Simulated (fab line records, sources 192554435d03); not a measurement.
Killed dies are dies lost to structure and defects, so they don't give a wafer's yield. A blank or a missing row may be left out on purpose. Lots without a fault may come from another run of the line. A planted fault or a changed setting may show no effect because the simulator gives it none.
fab line records | flow n5_finfet
record lots=7 wafers=20 last_day=18
route steps=1938 shown BEOL_M4@1050 PASSIVATION@1936
lots that met no fault: from a run of the same line without faults
start_h: hours from the record's first day to the start of the lot's first wafer shown | wait_h: hours since the lot's step before | " the same as in the row above | L1.1+2: a row that stands for several wafers | - no value, or no start given | * or withheld: withheld | < > ~ a bound
route shown NAME@n: a module of which the file shows steps, and the number in the route of the first | usual: mean/standard deviation of fault-free wafers | same: alike in all rows | chamber/n: place in a boat | sites: the reading at each site | _std_site: their standard deviation | _edge_site: outer sites' mean less inner sites' | radius_mm: how far each site lies from the wafer's centre | mask NAME#n: copy n | behind: the tool/chamber that last shaped the wafer | hold: why the lot was held/for how many hours/how that ended | device: the transistor (n, p or np) that didn't switch | end of line: the same wafers' tests at the end of the route | a step without rows: its recipe alone | killed: dies lost to structure and defects at the first sort, not the wafer's yield | map: a wafer's dies, x killed, . not, _ none there
set.NAME: the setting as run; set.NAME@STEP: as run at that earlier step | model.NAME: the simulator's own value behind a step, which no gauge read
lots at some steps of the route; a table a step, a row a wafer
services: from which hour (start_h, from the record's first day; less than 0 if before it) a tool's chamber was out of use, for how many hours, and why
## steps
# step N5_BEOL_M4_COAT_22
# recipe resist=CAR-EUV spin_rpm=1500 resist_thk_nm=30
# step N5_BEOL_M4_EBR_24
# recipe solvent=PGMEA ebr_width_mm=1.5
# step N5_BEOL_M4_SOFTBAKE_23
# recipe temp_c=110 time_s=60 resist=CAR-EUV
# step N5_BEOL_M4_EXPOSE_25
# recipe mask_id=V3 na=0.33 source_shape=quasar sigma_inner=0.2 sigma_outer=0.8 polarization=unpolarized defocus_nm=5 dose_mj=63
# step N5_BEOL_M4_PEB_26
# recipe peb_temp_c=100 peb_time_s=60 resist=CAR-EUV
# step N5_BEOL_M4_DEVELOP_27
# recipe develop_time_s=30 developer=TMAH resist=CAR-EUV rinse_liquid=surfactant_rinse dry=air_spin dev_temp_c=23
# step N5_BEOL_M4_CD_MEAS_28
# recipe target_cd_nm=26.2 landing_energy_ev=500 detector=se_inlens target_cd_y_nm=24.1 polarity=opening
# usual cd_nm=26.08/0.24
# columns lot.wafer tool chamber start_h wait_h cd_nm
L329.1 cd_sem-03 0 155.99 - 26.15
L329.2 " 0 " " 25.85
L329.5 " 0 " " 26.43
L340.2 cd_sem-02 0 241.67 - 25.83
L340.5 " 0 " " 25.84
L340.6 " 0 " " 26.07
L341.1 cd_sem-02 0 245.14 - 26.05
L341.2 " 0 " " 26.16
L341.4 " 0 " " 26.46
L342.1 cd_sem-02 0 245.59 - 26.14
L342.2 " 0 " " 25.74
L342.4 " 0 " " 26.01
L344.2 cd_sem-03 0 248.70 - 26.34
L344.4 " 0 " " 25.82
L335.2 cd_sem-03 0 301.03 - 26.18
L335.3 " 0 " " 26.11
L335.6 " 0 " " 26.23
L351.1 cd_sem-02 0 312.15 - 26.25
L351.4 " 0 " " 26.47
L351.6 " 0 " " 26.48
# step N5_BEOL_M4_OVL_MEAS_29
# recipe points_per_wafer=522
# usual V3_OVL=-0.1/0.67
# columns lot.wafer tool chamber start_h wait_h V3_OVL[nm]
L329.1 overlay-01 0 156.02 0.0 -0.6
L329.2 " 0 " " -1.2
L329.5 " 0 " " -0.7
L340.2 overlay-01 0 241.71 0.0 0.7
L340.5 " 0 " " 0.5
L340.6 " 0 " " -0.4
L341.1 overlay-02 0 245.18 0.0 -0.8
L341.2 " 0 " " -0.4
L341.4 " 0 " " -0.5
L342.1 overlay-01 0 245.62 0.0 0.3
L342.2 " 0 " " -1.4
L342.4 " 0 " " -1.2
L344.2 overlay-02 0 248.74 0.0 0.7
L344.4 " 0 " " 1.2
L335.2 overlay-01 0 301.06 0.0 -0.5
L335.3 " 0 " " -0.5
L335.6 " 0 " " -0.7
L351.1 overlay-02 0 312.18 0.0 1.0
L351.4 " 0 " " -0.8
L351.6 " 0 " " -0.1
# step N5_BEOL_M4_INSPECT_30
# recipe mode=adi inspect_instrument=brightfield
# usual raw_defect_count=430/120
# columns lot.wafer tool chamber start_h wait_h raw_defect_count
L329.1 defect_inspect-02 - 156.08 0.1 493
L329.2 " - " " 498
L329.5 " - " " 576
L340.2 defect_inspect-02 - 241.76 0.0 605
L340.5 " - " " 503
L340.6 " - " " 619
L341.1 defect_inspect-02 - 245.23 0.1 381
L341.2 " - " " 439
L341.4 " - " " 450
L342.1 defect_inspect-02 - 245.68 0.1 469
L342.2 " - " " 478
L342.4 " - " " 319
L344.2 defect_inspect-01 - 248.79 0.0 273
L344.4 " - " " 254
L335.2 defect_inspect-01 - 301.11 0.0 397
L335.3 " - " " 297
L335.6 " - " " 354
L351.1 defect_inspect-02 - 312.24 0.1 526
L351.4 " - " " 563
L351.6 " - " " 663
# step N5_BEOL_M4_DESCUM_33
# recipe chemistry=O2 time_s=7 source_power_w=50 bias_power_w=20 pressure_mtorr=20 rf_frequency_hz=2.712e+07 temp_c=40 resist=CAR-EUV o2_flow_sccm=225
# usual drypump_motor_current_A=5.8/0.32 oes_product_au=0.81/0.083 rf_vpp_V=243.2/1.4 showerhead_plenum_p_Torr=2.08/0.075 temp_c=39.99/0.12 throttle_valve_pct=20.36/0.29
# columns lot.wafer tool chamber start_h wait_h drypump_motor_current_A oes_product_au rf_hours_counter_h rf_vpp_V showerhead_plenum_p_Torr temp_c throttle_valve_pct
L329.1 rie_diel-04 1 156.12 0.0 6.0 0.70 179 242.6 1.99 39.92 20.14
L329.2 " 2 " " 5.8 0.93 13 242.7 2.04 40.14 19.99
L329.5 " 0 " " 5.4 0.71 - 242.1 2.01 40.09 20.69
L340.2 rie_diel-03 0 241.80 0.0 5.7 0.92 27 243.6 2.16 40.03 20.40
L340.5 " 3 " " 5.3 0.79 - 244.1 2.09 40.18 20.12
L340.6 " 0 " " 5.7 0.92 - 245.0 2.16 40.10 20.37
L341.1 rie_diel-04 2 245.38 0.1 5.8 0.86 46 241.6 2.03 39.91 20.01
L341.2 " 3 " " 6.2 0.85 58 241.5 2.02 40.01 20.31
L341.4 " 1 " " 6.0 0.68 210 241.7 1.98 39.76 20.18
L342.1 rie_diel-04 0 245.72 0.0 5.4 0.69 221 240.4 1.99 39.87 20.75
L342.2 " 2 " " 5.8 0.85 46 242.2 2.03 40.06 20.02
L342.4 " 3 " " 6.1 0.85 58 243.1 2.02 40.06 20.30
L344.2 rie_diel-04 3 248.82 0.0 6.1 0.85 59 242.3 2.02 39.99 20.32
L344.4 " 0 " " 5.4 0.69 222 241.4 1.99 40.04 20.77
L335.2 rie_diel-04 3 301.20 0.1 6.1 0.85 74 242.5 2.02 40.04 20.35
L335.3 " 1 " " 6.0 0.67 225 242.0 1.98 39.88 20.21
L335.6 " 3 " " 6.1 0.84 - 242.7 2.02 40.09 20.33
L351.1 rie_diel-05 2 312.56 0.3 6.2 0.84 67 244.0 2.12 39.81 20.26
L351.4 " 1 " " 5.3 0.76 139 245.1 2.19 40.03 20.35
L351.6 " 1 " " 5.3 0.75 - 245.1 2.19 39.97 20.35
# step N5_BEOL_M4_ETCH_77
# recipe chemistry=N2/H2 target=underlayer target_depth_a=65 mask_material=CAR-EUV time_s=5.2 ion_energy_ev=200 pressure_mtorr=30 source_w=840 bias_w=150 n2_flow_sccm=200 h2_flow_sccm=200 ends=cleared
# usual drypump_motor_current_A=5.8/0.32 etch_rf_on_time_s=5.18/0.25 oes_product_au=0.69/0.075 rf_vpp_V=523.5/2.6 showerhead_plenum_p_Torr=2.53/0.094 throttle_valve_pct=17.76/0.28
# columns lot.wafer tool chamber start_h wait_h drypump_motor_current_A etch_rf_on_time_s oes_product_au rf_hours_counter_h rf_vpp_V showerhead_plenum_p_Torr throttle_valve_pct
L329.1 rie_diel-04 1 156.15 0.0 6.0 5.70 0.58 179 520.6 2.40 17.44
L329.2 " 2 " " 5.8 5.36 0.77 13 520.6 2.51 17.71
L329.5 " 0 " " 5.4 5.14 0.61 - 519.9 2.39 17.77
L340.2 rie_diel-03 0 241.83 0.0 5.7 4.94 0.79 27 523.2 2.61 17.79
L340.5 " 3 " " 5.3 5.35 0.68 - 523.1 2.59 17.94
L340.6 " 0 " " 5.7 4.94 0.79 - 525.2 2.61 17.77
L341.1 rie_diel-04 2 245.41 0.0 5.8 5.48 0.71 46 523.2 2.49 17.76
L341.2 " 3 " " 6.2 4.98 0.73 58 523.9 2.45 17.65
L341.4 " 1 " " 6.0 5.77 0.56 210 519.1 2.39 17.51
L342.1 rie_diel-04 0 245.75 0.0 5.4 5.12 0.58 221 519.3 2.38 17.83
L342.2 " 2 " " 5.9 5.41 0.71 46 520.8 2.50 17.75
L342.4 " 3 " " 6.1 4.90 0.75 58 523.7 2.45 17.66
L344.2 rie_diel-04 3 248.86 0.0 6.2 4.94 0.75 59 524.7 2.45 17.67
L344.4 " 0 " " 5.4 5.15 0.58 222 519.8 2.38 17.82
L335.2 rie_diel-04 3 301.23 0.0 6.1 4.95 0.72 74 520.2 2.45 17.68
L335.3 " 1 " " 6.0 5.71 0.56 225 519.0 2.39 17.55
L335.6 " 3 " " 6.1 4.88 0.74 - 523.6 2.45 17.70
L351.1 rie_diel-05 2 312.59 0.0 6.2 5.00 0.72 67 524.2 2.54 17.33
L351.4 " 1 " " 5.3 5.15 0.65 139 526.2 2.67 17.74
L351.6 " 1 " " 5.3 5.19 0.64 - 529.8 2.67 17.75
# step N5_BEOL_M4_ETCH_69
# recipe chemistry=CF4 target=SiARC target_depth_a=156 mask_material=CAR-EUV time_s=26 ion_energy_ev=80 pressure_mtorr=40 source_w=545 bias_w=36 Ar_flow_sccm=100 cf4_flow_sccm=100 ends=cleared
# usual drypump_motor_current_A=5.8/0.32 etch_rf_on_time_s=25.9/1.1 mfc_ar_sccm=100.02/0.29 oes_product_au=0.69/0.075 rf_vpp_V=183.9/1.1 showerhead_plenum_p_Torr=2.13/0.072 throttle_valve_pct=15.51/0.22
# columns lot.wafer tool chamber start_h wait_h drypump_motor_current_A etch_rf_on_time_s mfc_ar_sccm oes_product_au rf_hours_counter_h rf_vpp_V showerhead_plenum_p_Torr throttle_valve_pct
L329.1 rie_diel-04 1 156.17 0.0 6.0 28.2 100.60 0.59 179 182.2 2.02 15.32
L329.2 " 2 " " 5.8 26.7 100.05 0.78 13 184.5 2.10 15.24
L329.5 " 0 " " 5.4 25.6 100.02 0.61 - 181.9 2.02 15.60
L340.2 rie_diel-03 0 241.85 0.0 5.7 24.8 100.12 0.79 27 184.0 2.18 15.34
L340.5 " 3 " " 5.3 26.2 99.84 0.69 - 184.5 2.16 15.47
L340.6 " 0 " " 5.7 24.9 99.93 0.78 - 185.0 2.18 15.35
L341.1 rie_diel-04 2 245.43 0.0 5.8 27.0 99.66 0.72 46 181.6 2.09 15.31
L341.2 " 3 " " 6.2 24.5 100.28 0.75 58 184.4 2.08 15.54
L341.4 " 1 " " 6.0 28.4 99.64 0.56 210 182.6 2.01 15.38
L342.1 rie_diel-04 0 245.77 0.0 5.4 26.0 99.58 0.58 221 182.3 2.01 15.66
L342.2 " 2 " " 5.8 27.2 99.83 0.70 46 182.9 2.09 15.33
L342.4 " 3 " " 6.1 24.6 99.69 0.75 58 183.4 2.08 15.54
L344.2 rie_diel-04 3 248.87 0.0 6.1 24.8 100.23 0.75 59 182.3 2.08 15.54
L344.4 " 0 " " 5.4 26.4 99.71 0.59 222 181.8 2.01 15.66
L335.2 rie_diel-04 3 301.25 0.0 6.2 24.6 99.81 0.73 74 183.8 2.08 15.57
L335.3 " 1 " " 6.0 28.4 100.26 0.56 225 182.4 2.01 15.41
L335.6 " 3 " " 6.1 24.7 99.80 0.73 - 183.5 2.08 15.57
L351.1 rie_diel-05 2 312.61 0.0 6.2 25.0 99.91 0.72 67 184.5 2.15 15.30
L351.4 " 1 " " 5.3 25.9 100.13 0.65 139 184.9 2.22 15.51
L351.6 " 1 " " 5.3 26.1 100.61 0.64 - 185.4 2.22 15.49
# step N5_BEOL_M4_ALD_98
# recipe material=SiO2 target_thk_a=25 temp_c=100 ald_precursor_family=BDEAS ald_co_reactant=O2-plasma pulse_time_s=1 co_reactant_pulse_time_s=1 purge_time_s=2 co_reactant_purge_time_s=2 ald_cycles=17 pressure_torr=2
# usual ald_cycles=17/0 heater_power_w=79/6.1 precursor_pulse_height_rel=0.997/0.018
# same co_reactant_pulse_time_s=1
# columns lot.wafer tool chamber start_h wait_h ald_cycles heater_power_w precursor_pulse_height_rel since_wet_clean_h model.SiO2_of_BEOL_M4_ALD_98.thk_nm
L329.1 ald_sin-01 0 156.25 0.1 17 88 1.011 146 2.4
L329.2 " 3 " " 17 80 1.016 146 2.6
L329.5 " 1 " " 17 75 0.996 - 2.6
L340.2 ald_sin-02 3 241.93 0.1 17 74 1.018 51 2.4
L340.5 " 1 " " 17 75 1.006 - 2.6
L340.6 " 2 " " 17 79 0.992 - 2.4
L341.1 ald_sin-02 2 245.51 0.1 17 80 0.980 55 2.4
L341.2 " 0 " " 25 68 0.950 55 3.6
L341.4 " 1 " " 17 77 0.994 55 2.6
L342.1 ald_sin-02 1 246.23 0.4 17 76 1.037 55 2.6
L342.2 " 2 " " 25 80 1.011 55 3.6
L342.4 " 0 " " 17 68 0.961 55 2.6
L344.2 ald_sin-02 0 249.08 0.2 25 68 1.018 58 3.6
L344.4 " 1 " " 17 75 0.965 58 2.6
L335.2 ald_sin-04 0 301.34 0.1 17 82 0.994 201 2.4
L335.3 " 2 " " 17 76 1.002 201 2.4
L335.6 " 1 " " 17 88 0.998 - 2.6
L351.1 ald_sin-01 1 312.70 0.1 17 77 1.014 302 2.6
L351.4 " 2 " " 17 71 0.974 302 2.6
L351.6 " 1 " " 17 76 0.992 - 2.6
# step N5_BEOL_M4_ETCHBACK_99
# recipe chemistry=CHF3 target=SiO2 target_depth_a=50 time_s=10.4 source_w=215 bias_w=47 Ar_flow_sccm=200 CHF3_flow_sccm=12 ion_energy_ev=100 pressure_mtorr=30
# usual drypump_motor_current_A=5.8/0.32 mfc_ar_sccm=200.1/0.57 oes_product_au=0.82/0.079 rf_vpp_V=244/7.9 showerhead_plenum_p_Torr=2.16/0.079 throttle_valve_pct=17.05/0.29
# columns lot.wafer tool chamber start_h wait_h drypump_motor_current_A mfc_ar_sccm oes_product_au rf_hours_counter_h rf_vpp_V showerhead_plenum_p_Torr throttle_valve_pct
L329.1 rie_diel-03 2 158.37 2.1 6.1 200.3 0.84 62 247 2.30 17.55
L329.2 " 3 " " 5.3 199.6 0.83 58 237 2.18 16.85
L329.5 " 3 " " 5.3 199.7 0.83 - 238 2.18 16.86
L340.2 rie_diel-03 2 243.98 2.0 6.1 200.1 0.80 94 248 2.29 17.63
L340.5 " 2 " " 6.2 200.8 0.81 - 247 2.29 17.61
L340.6 " 3 " " 5.3 200.7 0.80 - 238 2.17 16.91
L341.1 rie_diel-05 2 246.68 1.1 6.2 199.9 0.87 49 243 2.16 16.68
L341.2 " 3 " " 5.9 201.0 0.77 198 251 2.14 17.33
L341.4 " 2 " " 6.1 198.9 0.88 - 243 2.16 16.69
L342.1 rie_diel-04 0 249.76 3.5 5.4 200.8 0.68 222 239 2.02 17.14
L342.2 " 1 " " 6.0 201.0 0.67 211 231 2.02 16.77
L342.4 " 2 " " 5.8 199.8 0.84 46 231 2.09 16.69
L344.2 rie_diel-05 1 254.60 5.5 5.3 200.0 0.77 123 261 2.24 16.89
L344.4 " 3 " " 5.8 200.5 0.76 - 252 2.14 17.35
L335.2 rie_diel-03 1 305.46 4.1 6.0 200.1 0.87 65 251 2.09 17.14
L335.3 " 3 " " 5.3 201.3 0.78 105 237 2.16 16.94
L335.6 " 3 " " 5.3 200.4 0.79 - 238 2.16 16.94
L351.1 rie_diel-04 1 314.31 1.6 6.0 201.4 0.65 229 231 2.01 16.82
L351.4 " 0 " " 5.4 200.6 0.66 240 239 2.01 17.19
L351.6 " 3 " " 6.1 200.5 0.83 - 237 2.10 17.15
# step N5_BEOL_M4_RC_MEAS_101
# usual DIBL_N=36.2/2.4 DIBL_P=36.2/2.6 IOFF_N=0.16/0.045 IOFF_P=0.21/0.046 ION_N=674/17 ION_P=463/11 SS_N=71.5/0.77 SS_P=73.1/0.76 VT_N=250/3.9 VT_P=-250/3.9
# columns lot.wafer tool chamber start_h wait_h DIBL_N[mV/V] DIBL_P[mV/V] IOFF_N[nA/um] IOFF_P[nA/um] ION_N[uA/um] ION_P[uA/um] SS_N[mV/dec] SS_P[mV/dec] VT_N[mV] VT_P[mV]
L329.1 prober-02 0 162.63 0.0 36.4 35.7 0.17 0.18 682 463 70.9 73.1 247 -252
L329.2 " 0 " " 38.5 39.4 0.20 0.23 680 459 71.7 73.4 247 -253
L329.5 " 0 " " 35.7 35.6 0.14 0.17 682 463 70.7 73.1 247 -255
L340.2 prober-01 0 249.75 0.2 35.9 33.7 0.15 0.21 681 470 71.7 72.9 251 -249
L340.5 " 0 " " 33.7 32.1 0.13 0.19 679 476 70.1 72.7 251 -248
L340.6 " 0 " " 38.7 36.5 0.21 0.25 693 469 71.7 73.9 245 -242
L341.1 prober-01 0 251.46 0.0 36.2 35.5 0.18 0.24 696 482 71.6 73.2 245 -246
L341.2 " 0 " " 34.5 33.3 0.13 0.19 673 472 71.2 72.9 254 -251
L341.4 " 0 " " 37.4 38.0 0.20 0.28 706 487 71.2 73.7 248 -243
L342.1 prober-01 0 254.27 0.0 35.3 34.0 0.14 0.22 650 454 71.3 72.9 250 -247
L342.2 " 0 " " 39.0 38.5 0.20 0.29 694 482 72.2 74.0 246 -244
L342.4 " 0 " " 36.6 35.7 0.16 0.24 672 466 72.1 74.0 251 -247
L344.2 prober-02 0 259.34 0.2 37.9 35.4 0.16 0.22 665 458 71.8 73.5 250 -249
L344.4 " 0 " " 36.6 34.1 0.14 0.20 655 452 71.7 73.2 251 -250
L335.2 prober-01 0 311.35 0.2 37.9 38.3 0.17 0.22 674 463 71.9 73.6 248 -248
L335.3 " 0 " " 34.8 34.4 0.12 0.16 671 463 70.3 72.4 254 -253
L335.6 " 0 " " 36.2 36.6 0.15 0.19 679 472 71.4 72.8 250 -252
L351.1 prober-01 0 319.41 0.8 38.5 38.9 0.22 0.28 699 476 71.9 73.4 246 -245
L351.4 " 0 " " 34.5 34.9 0.16 0.22 698 479 71.4 72.1 247 -247
L351.6 " 0 " " 37.4 37.8 0.19 0.26 679 463 71.9 73.5 248 -245
# step N5_PASSIVATION_PROBE_49
# usual defect_limited_yield=91.2/1.4 killed_at_M0_to_M3=33/9.5 killed_at_M4_up=13/4.7 killed_at_contacts=11/5.3 killed_at_front_end=42/12 killed_at_other=5/3.3 killed_dies=104/17 killed_open=67/12 killed_short=33/7.7 sort_bin_5_function=5.1/0.94 sort_bin_6_memory=3.3/0.67 sort_n_pass=1074/24 sort_yield_pct=91.1/2
# same gross_dies=1180 killed_at_back_side=0 sort_bin_4_leakage[%]=0 sort_bin_8_speed[%]=0
# columns lot.wafer tool chamber start_h wait_h defect_limited_yield[%] killed_at_M0_to_M3 killed_at_M4_up killed_at_contacts killed_at_front_end killed_at_other killed_dies killed_open killed_short sort_bin_5_function[%] sort_bin_6_memory[%] sort_n_pass sort_yield_pct[%]
L329.1 prober-01 - 241.57 0.0 90.3 36 14 11 48 5 114 72 41 6.1 3.1 1066 90.3
L329.2 prober-01 - 241.62 0.1 88.4 30 21 21 55 10 137 85 45 6.9 4.2 1043 88.4
L329.5 prober-01 - 241.77 0.2 89.3 40 14 14 56 2 126 80 43 5.8 4.4 1054 89.3
L340.2 prober-02 - 370.64 0.1 91.4 36 12 8 44 1 101 52 40 5.6 2.1 1079 91.4
L342.1 prober-01 - 376.64 0.0 89.2 52 18 8 46 4 128 76 45 5.8 4.1 1052 89.2
L342.2 prober-01 - 376.69 0.1 93.0 40 8 9 25 1 83 51 32 3.9 3.1 1097 93.0
L342.4 prober-01 - 376.79 0.2 90.5 39 10 6 53 4 112 75 37 5.3 4.0 1068 90.5
L341.1 prober-01 - 379.38 1.3 92.8 26 15 7 30 7 85 58 26 4.2 2.9 1095 92.8
L341.2 prober-01 - 379.43 1.4 91.8 30 15 11 31 10 97 63 30 4.6 3.3 1083 91.8
L341.4 prober-01 - 379.53 1.5 88.1 29 21 9 65 17 141 86 48 6.4 4.3 1039 88.1
L344.2 prober-02 - 391.85 0.1 90.1 35 5 4 69 4 117 77 29 5.3 3.6 1063 90.1
L344.4 prober-02 - 391.95 0.2 90.3 29 7 10 63 5 114 77 37 6.0 3.4 1066 90.3
L335.2 prober-01 - 423.81 0.1 91.8 35 12 23 23 4 97 61 25 5.3 2.4 1083 91.8
L335.3 prober-01 - 423.86 0.1 91.0 53 13 12 25 3 106 65 32 4.7 3.5 1074 91.0
L335.6 prober-01 - 424.01 0.3 90.9 45 17 12 28 5 107 67 32 5.3 3.7 1073 90.9
L351.1 prober-02 - 432.29 0.0 90.5 24 14 17 54 3 112 69 41 4.5 4.5 1068 90.5
L351.4 prober-02 - 432.44 0.2 91.4 21 13 7 56 5 102 65 34 5.5 2.8 1078 91.4
L351.6 prober-02 - 432.54 0.3 91.9 28 11 7 47 2 95 65 29 4.5 3.1 1085 91.9
# killed by level:class
L329.1 FIN_SAQP:geometric_particle:open=16 BEOL_M0_SAQP:geometric_particle:short=12 MOL_CONTACT_COAG:geometric_particle:open=9 STI_FIN_REVEAL:geometric_particle:open=8 BEOL_M2:geometric_particle:open=7 FIN_SAQP:geometric_particle:short=4 STI_FIN_REVEAL:geometric_particle:short=4 GATE_CUT:geometric_particle:short=4
L329.2 MOL_CONTACT_COAG:geometric_particle:open=19 BEOL_M0_SAQP:geometric_particle:short=13 FIN_SAQP:geometric_particle:open=12 STI_FIN_REVEAL:geometric_particle:open=9 BEOL_M0_SAQP:geometric_particle:open=8 FIN_SAQP:geometric_particle:short=7 STARTING-WAFER:geometric_particle:open=7 GATE_CUT:geometric_particle:short=6
L329.5 FIN_SAQP:geometric_particle:open=21 FIN_SAQP:geometric_particle:short=14 MOL_CONTACT_COAG:geometric_particle:open=12 BEOL_M2:geometric_particle:open=9 BEOL_M0_SAQP:geometric_particle:short=8 BEOL_M0_SAQP:geometric_particle:open=5 BEOL_M4:geometric_particle:open=5 STI_FIN_REVEAL:geometric_particle:short=4
L340.2 FIN_SAQP:geometric_particle:short=11 BEOL_M0_SAQP:geometric_particle:short=11 FIN_SAQP:geometric_particle:open=8 GATE_CUT:geometric_particle:short=8 MOL_CONTACT_COAG:geometric_particle:open=8 BEOL_M1:geometric_particle:open=6 BEOL_M0_SAQP:geometric_particle:open=5 BEOL_M3:geometric_particle:open=5
L342.1 BEOL_M0_SAQP:geometric_particle:open=20 BEOL_M0_SAQP:geometric_particle:short=13 MOL_CONTACT_COAG:geometric_particle:open=7 HKMG_FIN:area_etch=7 FIN_SAQP:geometric_particle:open=6 GATE_CUT:geometric_particle:short=6 BEOL_M1:geometric_particle:open=6 BEOL_M4:geometric_particle:open=6
L342.2 BEOL_M2:geometric_particle:open=10 MOL_CONTACT_COAG:geometric_particle:open=6 BEOL_M0_SAQP:geometric_particle:short=6 BEOL_M1:geometric_particle:open=6 BEOL_M1:geometric_particle:short=5 STARTING-WAFER:geometric_particle:short=5 STI_FIN_REVEAL:geometric_particle:open=4 GATE_CUT:geometric_particle:short=4
L342.4 FIN_SAQP:geometric_particle:short=13 BEOL_M0_SAQP:geometric_particle:open=13 FIN_SAQP:geometric_particle:open=12 BEOL_M2:geometric_particle:open=10 DUMMY_GATE:geometric_particle:open=7 STARTING-WAFER:geometric_particle:open=6 BEOL_M4:geometric_particle:open=5 MOL_CONTACT_COAG:geometric_particle:open=5
L341.1 FIN_SAQP:geometric_particle:open=9 BEOL_M4:geometric_particle:open=9 STI_FIN_REVEAL:geometric_particle:open=8 BEOL_M0_SAQP:geometric_particle:short=8 BEOL_M2:geometric_particle:open=7 MOL_CONTACT_COAG:geometric_particle:open=6 FIN_SAQP:geometric_particle:short=4 DUMMY_GATE:geometric_particle:open=3
L341.2 FIN_SAQP:geometric_particle:open=10 MOL_CONTACT_COAG:geometric_particle:open=10 FIN_SAQP:geometric_particle:short=7 BEOL_M0_SAQP:geometric_particle:short=6 BEOL_M1:geometric_particle:open=6 BEOL_M5:geometric_particle:open=5 BEOL_M0_SAQP:geometric_particle:open=4 BEOL_M0:geometric_particle:open=4
L341.4 FIN_SAQP:geometric_particle:open=17 BEOL_M3:geometric_particle:open=13 FIN_SAQP:geometric_particle:short=8 STI_FIN_REVEAL:geometric_particle:open=8 MOL_CONTACT_COAG:geometric_particle:open=8 HKMG_FIN:area_etch=6 BEOL_M5:geometric_particle:open=5 BEOL_M4:geometric_particle:open=5
L344.2 FIN_SAQP:geometric_particle:open=18 STI_FIN_REVEAL:geometric_particle:open=11 BEOL_M0_SAQP:geometric_particle:short=11 HKMG_FIN:area_etch=11 BEOL_M0_SAQP:geometric_particle:open=9 FIN_SAQP:geometric_particle:short=7 BEOL_M2:geometric_particle:open=7 ILD0:geometric_particle:open=6
L344.4 FIN_SAQP:geometric_particle:open=13 STI_FIN_REVEAL:geometric_particle:open=13 FIN_SAQP:geometric_particle:short=12 BEOL_M2:geometric_particle:open=12 MOL_CONTACT_COAG:geometric_particle:open=8 BEOL_M1:geometric_particle:open=7 GATE_CUT:geometric_particle:open=6 STI_FIN_REVEAL:geometric_particle:short=5
L335.2 MOL_CONTACT_COAG:geometric_particle:open=16 BEOL_M3:geometric_particle:open=8 BEOL_M2:geometric_particle:open=7 BEOL_M1:geometric_particle:open=6 HKMG_FIN:area_etch=6 DUMMY_GATE:geometric_particle:open=5 BEOL_M4:geometric_particle:open=5 MOL_CONTACT_COAG:area_etch=5
L335.3 BEOL_M2:geometric_particle:open=15 BEOL_M1:geometric_particle:open=12 MOL_CONTACT_COAG:geometric_particle:open=8 BEOL_M0_SAQP:geometric_particle:short=8 HKMG_FIN:area_etch=8 BEOL_M0_SAQP:geometric_particle:open=6 BEOL_M3:geometric_particle:open=5 GATE_CUT:geometric_particle:open=4
L335.6 BEOL_M0_SAQP:geometric_particle:open=11 BEOL_M0_SAQP:geometric_particle:short=10 STI_FIN_REVEAL:geometric_particle:open=9 BEOL_M4:geometric_particle:open=9 MOL_CONTACT_COAG:geometric_particle:open=7 BEOL_M2:geometric_particle:open=7 BEOL_M3:geometric_particle:open=6 BEOL_M1:geometric_particle:open=5
L351.1 MOL_CONTACT_COAG:geometric_particle:open=15 FIN_SAQP:geometric_particle:short=14 FIN_SAQP:geometric_particle:open=11 STI_FIN_REVEAL:geometric_particle:open=10 BEOL_M0_SAQP:geometric_particle:open=6 BEOL_M2:geometric_particle:open=6 BEOL_M4:geometric_particle:open=5 BEOL_M0_SAQP:geometric_particle:short=5
L351.4 FIN_SAQP:geometric_particle:open=24 FIN_SAQP:geometric_particle:short=16 BEOL_M3:geometric_particle:open=7 BEOL_M5:geometric_particle:open=5 BEOL_M1:geometric_particle:open=5 STI_FIN_REVEAL:geometric_particle:open=4 MOL_CONTACT_COAG:geometric_particle:open=4 BEOL_M6:geometric_particle:open=4
L351.6 FIN_SAQP:geometric_particle:open=14 FIN_SAQP:geometric_particle:short=13 BEOL_M1:geometric_particle:open=9 STI_FIN_REVEAL:geometric_particle:open=8 BEOL_M0_SAQP:geometric_particle:short=7 BEOL_M3:geometric_particle:open=7 MOL_CONTACT_COAG:geometric_particle:open=6 BEOL_M4:geometric_particle:open=5
## services
# columns tool chamber start_h hours kind
rie_diel-03 0 141.00 - clean
rie_diel-03 0 141.00 - consumable_replace:focus_ring
rie_diel-03 0 141.00 21.1 scheduled_down
rie_diel-03 0 141.00 21.1 vent_cycle
ald_sin-02 - 161.48 2.8 pm
ald_sin-02 - 176.75 14.0 pm
ald_sin-02 0 176.75 14.0 vent_cycle
ald_sin-02 1 176.75 14.0 vent_cycle
ald_sin-02 2 176.75 14.0 vent_cycle
ald_sin-02 3 176.75 14.0 vent_cycle
rie_diel-03 3 191.96 1.7 repair
rie_diel-03 0 210.20 8.6 repair
rie_diel-03 1 224.57 8.3 repair
rie_diel-05 0 244.10 - clean
rie_diel-05 0 244.10 - consumable_replace:focus_ring
rie_diel-05 0 244.10 14.7 scheduled_down
rie_diel-05 0 244.10 14.7 vent_cycle
rie_diel-04 1 254.81 4.4 repair
ald_sin-01 - 258.22 0.7 repair
ald_sin-01 3 269.31 3.1 repair
ald_sin-02 - 276.83 6.1 pm
ald_sin-01 1 282.86 3.2 repair
ald_sin-02 0 293.78 12.1 repair
ald_sin-01 0 297.40 2.9 repair
## key
first_sign step=N5_BEOL_M4_ALD_98 reading=ald_cycles direction=up sigmas=99+ usual=* struck=*
effect none on later readings
model_effect step=N5_BEOL_M4_ALD_98 value=SiO2_of_BEOL_M4_ALD_98.thk_nm without=2.533 struck=3.6
met_at N5_BEOL_M4_ALD_98
struck_wafers L341.2,L342.2,L344.2
baseline_loss step=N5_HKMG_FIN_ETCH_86 wafers=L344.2
onset_between 241.93 245.51
fault kind=process_parameter_drift tool=ald_sin-02 chamber=- onset_h=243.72 steps=N5_BEOL_M4_ALD_98 channel=ald_cycles offset=* shape=step end_h=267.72 scope=struck_wafers_only acts_in=* stated=*
# baseline_loss: these wafers lose ten dies or more at that step, a loss of the line's own and not of a fault; the sort's usual values leave them out
